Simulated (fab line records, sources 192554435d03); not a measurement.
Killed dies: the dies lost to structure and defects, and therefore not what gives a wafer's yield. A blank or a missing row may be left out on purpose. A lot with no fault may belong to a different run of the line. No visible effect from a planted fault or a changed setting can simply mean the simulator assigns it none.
Comparing a struck lot with a sound one	flow n5_finfet	19 out of 1938 route steps
Sound: wafers L873.1, L873.3, L873.4. Wafers struck: L887.2, L887.4. Last of all comes the cause.
At each step with rows: each side's tool, then ch and its chambers, then its first start. Under that, the readings that differ: sound wafers	struck wafers	difference of the means	sigmas: that difference in standard deviations of wafers without a fault.
alike: a reading whose means differ by less than 2 such deviations, as well as words and numbers matching on both sides. not compared: withheld readings; readings where some wafer has no value; bounds like >300 that might hide an equal value; numbers whose values overlap and for which the record gives no deviation.
A row with sigmas, a row that says differs or no value, or rows on one side alone: a step with any of these is where the two part. Numbers that don't overlap but have no deviation are shown without sigmas and don't part them. A reading missing from all wafers of one side parts the sides only when that side holds two or more wafers.

N5_BEOL_M0_SAQP_HM_DEP_02: deposits TiN, target thk 12 nm.
  sound on pvd_sputter-03 at day 7 19:06; struck on pvd_sputter-02 at day 11 04:11
  alike: chamber_pressure_pa, throttle_valve_pct
N5_BEOL_M0_SAQP_PECVD_03: deposits SiCN from 3MS/NH3, target thk 12 nm, time 21.1 s.
  sound on pecvd-02 ch 0,1,2, day 7 19:13; struck on pecvd-01 ch 2, day 11 04:19
reading	sound	struck	difference	sigmas
throttle_valve_pct (%)	8.8 8.6 8.5	7.8 8.1	-0.7	-2
  alike: chamber_pressure_Torr, showerhead_plenum_p_Torr
then, 1 step without rows for these wafers: N5_BEOL_M0_SAQP_PECVD_96 (deposits a-Si from SiH4/He, target thk 45 nm, time 45.2 s).
N5_BEOL_M0_SAQP_PECVD_97: deposits SiNx from SiH4/NH3/N2, target thk 23 nm, time 19.9 s.
  sound on pecvd-02 ch 0,1,2, day 7 19:18; struck on pecvd-01 ch 2, day 11 04:23
reading	sound	struck	difference	sigmas
showerhead_plenum_p_Torr (Torr)	5.14 5.16 5.13	5.29 5.30	+0.15	+3
  alike: chamber_pressure_Torr, heater_power_w, throttle_valve_pct
N5_BEOL_M0_SAQP_PECVD_04: deposits a-Si from SiH4/He, target thk 60 nm, time 60.2 s.
  sound on pecvd-02 ch 0,1,2, day 7 19:20; struck on pecvd-01 ch 2, day 11 04:26
reading	sound	struck	difference	sigmas
showerhead_plenum_p_Torr (Torr)	5.69 5.68 5.67	5.78 5.78	+0.10	+2
throttle_valve_pct (%)	17.1 17.3 17.9	16.2 16.2	-1.2	-2
  alike: chamber_pressure_Torr, heater_power_w
N5_BEOL_M0_SAQP_THK_MEAS_05:
  sound on film_metro-02 at day 7 19:26; struck on film_metro-02 at day 11 04:31
  alike: thk_nm
N5_BEOL_M0_SAQP_HM_DEP_111: deposits SiO2 from SiH4/N2O, target thk 12 nm, time 7.2 s.
  sound on pecvd-01 ch 1,2, day 7 19:28; struck on pecvd-04 ch 0,1, day 11 04:34
  alike: chamber_pressure_Torr, heater_power_w, showerhead_plenum_p_Torr
then, 5 steps without rows for these wafers: N5_BEOL_M0_SAQP_COAT_81 (time 60 s, resist thk 100 nm); N5_BEOL_M0_SAQP_COAT_82 (time 60 s, resist thk 30 nm); N5_BEOL_M0_SAQP_COAT_08 (resist thk 90 nm); N5_BEOL_M0_SAQP_EBR_10; N5_BEOL_M0_SAQP_SOFTBAKE_09 (time 60 s).
N5_BEOL_M0_SAQP_EXPOSE_11: exposes mask M0 CORE, target cd 42 nm.
  sound on arfi_scanner-02 ch 0, day 7 19:47; struck on arfi_scanner-01 ch 0, day 11 04:53
  alike: mask
then, 2 steps without rows for these wafers: N5_BEOL_M0_SAQP_PEB_12 (peb time 60 s); N5_BEOL_M0_SAQP_DEVELOP_13 (develop time 30 s).
N5_BEOL_M0_SAQP_CD_MEAS_14: the cd target is 42.5 nm.
  sound on cd_sem-01 ch 0, day 7 19:55; struck on cd_sem-03 ch 0, day 11 05:00
reading	sound	struck	difference	sigmas
cd_nm (nm)	42.3 42.8 42.2	40.7 40.9	-1.6	-5
N5_BEOL_M0_SAQP_OVL_MEAS_15:
  sound on overlay-01 ch 0, day 7 19:56; struck on overlay-01 ch 0, day 11 05:02
  alike: M0_CORE_OVL
-- here the record skips 3 days between the struck wafers' starts before and after, leaving off in module BEOL_M0_SAQP and picking up in module BEOL_M4 (first step shown: number 1111 of the route) --
N5_BEOL_M4_RC_MEAS_101:
  sound on prober-02 ch 0, day 9 21:11; struck on prober-01 ch 0, day 14 02:44
  alike: DIBL_N, DIBL_P, IOFF_N, IOFF_P, ION_N, ION_P, SS_N, SS_P, VT_N, VT_P
following that, these wafers have no rows for 1 step: N5_PASSIVATION_PROBE_49.

## WHERE THEY PART
Earliest at N5_BEOL_M0_SAQP_PECVD_03; latest, in this record, at N5_BEOL_M0_SAQP_CD_MEAS_14. Later steps at which nothing parts them and some readings are alike: N5_BEOL_M0_SAQP_OVL_MEAS_15, N5_BEOL_M4_RC_MEAS_101.

WHY: what the simulator had put in
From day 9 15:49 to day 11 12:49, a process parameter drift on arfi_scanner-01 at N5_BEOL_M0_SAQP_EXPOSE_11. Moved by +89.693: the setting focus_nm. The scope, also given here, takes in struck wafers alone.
